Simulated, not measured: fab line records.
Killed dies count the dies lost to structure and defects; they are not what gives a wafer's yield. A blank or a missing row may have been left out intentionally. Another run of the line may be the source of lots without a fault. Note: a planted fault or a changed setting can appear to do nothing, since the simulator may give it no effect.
Which tool was responsible? + flow nandHarc + 14 lots, 42 wafers sampled, at 4 steps of a route of 1302

== WHAT THE GAUGES READ, wafer by wafer ==
NHARC_END_SORT_01. Usual: killedAtArray 59, standard deviation 19; killedAtOther 0.6, standard deviation 0.85; killedAtPeriphery 3.8, standard deviation 2.5; killedDies 64, standard deviation 19; killedOpen 3.3, standard deviation 1.8; killedShort 2.2, standard deviation 1.6.
| lot  | measured     | on        | killedAtArray | killedAtOther | killedAtPeriphery | killedDies  | killedOpen | killedShort | flag |
|------|--------------|-----------|---------------|---------------|-------------------|-------------|------------|-------------|------|
| L822 | day 29 09:41 | prober-01 | 111 172 154   | 2 0 1         | 6 5 1             | 119 177 156 | 4 3 3      | 4 4 1       | OFF  |
| L824 | day 29 19:04 | prober-01 | 152 115 115   | 1 1 0         | 2 1 2             | 155 117 117 | 3 3 0      | 0 2 5       | OFF  |
| L825 | day 30 04:56 | prober-02 | 136 165 158   | 0 0 0         | 1 2 4             | 137 167 162 | 3 5 3      | 1 1 3       | OFF  |

== EACH LOT AND THE TOOL THAT RAN IT (in order: tool; ch and the chambers of the sampled wafers; start) ==
| lot  | NHARC_A_CONTACT_ETCH_31           | NHARC_THIN_TSV_CMP_21         | NHARC_THIN_TSV_PRE_CLEAN_54 |
|------|-----------------------------------|-------------------------------|-----------------------------|
| L812 | rieDiel-11 ch 0,2,3, day 22 08:43 | cmp-04 ch 0,1,2, day 24 02:00 | pvdSputter-03, day 24 02:32 |
| L816 | rieDiel-11 ch 0,3, day 24 00:43   | cmp-01 ch 0,2,3, day 25 17:35 | pvdSputter-03, day 25 18:07 |
| L818 | rieDiel-11 ch 0,2,3, day 24 07:03 | cmp-01 ch 2,3, day 25 21:17   | pvdSputter-01, day 25 21:49 |
| L817 | rieDiel-11 ch 1,2,3, day 24 16:17 | cmp-03 ch 0,2,3, day 26 06:19 | pvdSputter-02, day 26 06:49 |
| L820 | rieDiel-11 ch 2,3, day 25 19:31   | cmp-01 ch 0,3, day 27 17:58   | pvdSputter-03, day 27 18:29 |
| L822 | rieDiel-11 ch 0,1,2, day 27 05:05 | cmp-03 ch 0,1,2, day 28 20:37 | pvdSputter-01, day 28 21:05 |
| L824 | rieDiel-11 ch 1,2, day 27 12:40   | cmp-04 ch 0,1,2, day 29 03:48 | pvdSputter-02, day 29 04:16 |
| L825 | rieDiel-11 ch 0,2,3, day 27 17:35 | cmp-04 ch 1,2,3, day 29 14:08 | pvdSputter-02, day 29 14:38 |
| L828 | rieDiel-03 ch 0,2,3, day 29 13:50 | cmp-01 ch 2,3, day 31 04:34   | pvdSputter-01, day 31 05:05 |
| L830 | rieDiel-08 ch 1,2,3, day 30 09:31 | cmp-01 ch 1,2,3, day 32 06:53 | pvdSputter-03, day 32 07:24 |
| L831 | rieDiel-11 ch 0,1,2, day 30 13:12 | cmp-01 ch 1,2,3, day 32 08:06 | pvdSputter-01, day 32 08:35 |
| L834 | rieDiel-11 ch 0,1,3, day 31 03:35 | cmp-03 ch 1,2,3, day 32 17:23 | pvdSputter-03, day 32 17:56 |
| L833 | rieDiel-11 ch 0,1,2, day 31 05:24 | cmp-03 ch 2,3, day 32 18:41   | pvdSputter-02, day 32 19:14 |
| L832 | rieDiel-11 ch 0,2,3, day 31 12:37 | cmp-04 ch 1,2,3, day 33 02:27 | pvdSputter-01, day 33 02:58 |
- NHARC_A_CONTACT_ETCH_31: etches the open film in O2/COS, target depth 2800 nm, time 728 s.
- NHARC_THIN_TSV_CMP_21: polishes, t overpolish 30 s, target thk 2000 nm.
- NHARC_THIN_TSV_PRE_CLEAN_54: time 30 s.

== WHAT THE TOOLS THEMSELVES READ (means of the sampled wafers that have a number; where no wafer has one, the mark that the record gives instead) ==
NHARC_A_CONTACT_ETCH_31. Usual: biasW 300.0 W, standard deviation 0.97; drypumpMotorCurrentA 5.8 A, standard deviation 0.52; oesProductAu 1.001 a.u., standard deviation 0.008; rfVppV 313.9 V, standard deviation 1.9; showerheadPlenumPTorr 3.11 Torr, standard deviation 0.11; throttleValvePct 28.330 %, standard deviation 0.009.
| lot  | tool       | biasW (W) | drypumpMotorCurrentA (A) | oesProductAu (a.u.) | rfVppV (V) | showerheadPlenumPTorr (Torr) | throttleValvePct (%) | flag |
|------|------------|-----------|--------------------------|---------------------|------------|------------------------------|----------------------|------|
| L812 | rieDiel-11 | 300.4     | 5.8                      | 0.995               | 314.1      | 3.12                         | 28.335               |      |
| L816 | rieDiel-11 | 299.7     | 6.1                      | 0.996               | 313.0      | 3.04                         | 28.338               |      |
| L818 | rieDiel-11 | 299.9     | 5.8                      | 1.012               | 314.3      | 3.12                         | 28.339               |      |
| L817 | rieDiel-11 | 299.9     | 5.8                      | 0.994               | 313.8      | 3.09                         | 28.323               |      |
| L820 | rieDiel-11 | 300.2     | 6.2                      | 1.007               | 313.3      | 3.01                         | 28.328               |      |
| L822 | rieDiel-11 | 298.4     | 5.4                      | 1.000               | 314.4      | 3.18                         | 28.332               |      |
| L824 | rieDiel-11 | 299.7     | 5.5                      | 1.008               | 315.4      | 3.15                         | 28.328               |      |
| L825 | rieDiel-11 | 299.7     | 5.8                      | 1.001               | 314.5      | 3.11                         | 28.325               |      |
| L828 | rieDiel-03 | 299.3     | 6.1                      | 1.010               | 312.6      | 3.08                         | 28.328               |      |
| L830 | rieDiel-08 | 300.2     | 6.0                      | 1.009               | 313.9      | 3.13                         | 28.325               |      |
| L831 | rieDiel-11 | 300.5     | 5.4                      | 0.998               | 314.7      | 3.17                         | 28.327               |      |
| L834 | rieDiel-11 | 300.7     | 5.8                      | 0.996               | 313.2      | 3.10                         | 28.335               |      |
| L833 | rieDiel-11 | 299.2     | 5.4                      | 0.995               | 314.8      | 3.17                         | 28.322               |      |
| L832 | rieDiel-11 | 300.1     | 5.7                      | 0.994               | 313.1      | 3.10                         | 28.325               |      |

NHARC_THIN_TSV_CMP_21. Usual: motorCurrentA 12.5 A, standard deviation 0.56; overpolishRunS 30.000 s, standard deviation 0.01.
| lot  | tool   | motorCurrentA (A) | overpolishRunS (s) | flag |
|------|--------|-------------------|--------------------|------|
| L812 | cmp-04 | 12.1              | 30.007             |      |
| L816 | cmp-01 | 12.6              | 29.995             |      |
| L818 | cmp-01 | 12.4              | 30.006             |      |
| L817 | cmp-03 | 12.6              | 30.006             |      |
| L820 | cmp-01 | 12.7              | 29.993             |      |
| L822 | cmp-03 | 12.4              | 29.996             |      |
| L824 | cmp-04 | 12.4              | 29.997             |      |
| L825 | cmp-04 | 12.2              | 29.997             |      |
| L828 | cmp-01 | 12.3              | 30.008             |      |
| L830 | cmp-01 | 12.7              | 30.003             |      |
| L831 | cmp-01 | 12.7              | 30.002             |      |
| L834 | cmp-03 | 12.3              | 29.998             |      |
| L833 | cmp-03 | 12.2              | 29.993             |      |
| L832 | cmp-04 | 12.2              | 29.992             |      |

NHARC_THIN_TSV_PRE_CLEAN_54. Usual: 409 W for heaterPowerW, sd 45.
| lot  | tool          | heaterPowerW (W) | flag |
|------|---------------|------------------|------|
| L812 | pvdSputter-03 | 445              |      |
| L816 | pvdSputter-03 | 396              |      |
| L818 | pvdSputter-01 | 365              |      |
| L817 | pvdSputter-02 | 385              |      |
| L820 | pvdSputter-03 | 419              |      |
| L822 | pvdSputter-01 | 402              |      |
| L824 | pvdSputter-02 | 440              |      |
| L825 | pvdSputter-02 | 429              |      |
| L828 | pvdSputter-01 | 390              |      |
| L830 | pvdSputter-03 | 431              |      |
| L831 | pvdSputter-01 | 438              |      |
| L834 | pvdSputter-03 | 396              |      |
| L833 | pvdSputter-02 | 398              |      |
| L832 | pvdSputter-01 | 378              |      |

== THE ANSWER, worked out from the rows above alone ==
Rule: lot off if the mean of its wafers having a number is beyond 3 standard deviations from the usual mean. A lot without any number at a reading at which 4 lots or more have one is off too. Any other lot the step has rows for is counted as sound. First the gauges in route order, then the tools' own readings, where a lot's mean is used as printed above. The first step at which some lot is off is used, and at that step the reading that is off furthest; a lot without a number counts as furthest.
Off: L822, L824, L825 (NHARC_END_SORT_01, killedAtArray). Neither off nor sound, because the step has no rows for them: L812, L816, L818, L817, L820, L828, L830, L831, L834, L833, L832.
If a tool, at a process step before that reading, ran all the lots that are off and no sound lot after the first of them, it fits. The gauges at NHARC_END_SORT_01 are tried like those tools. One fits: rieDiel-11 at NHARC_A_CONTACT_ETCH_31. It ran no sound lot before its first lot that is off in this sample, so the start can't be narrowed down.

== WHAT THE SIMULATOR HAD PUT IN ==
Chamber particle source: rieDiel-11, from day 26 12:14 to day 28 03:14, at NHARC_A_CONTACT_ETCH_31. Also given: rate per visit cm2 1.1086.
Shown lots that were struck: L822, L824, L825. The rule given above showed the same thing.
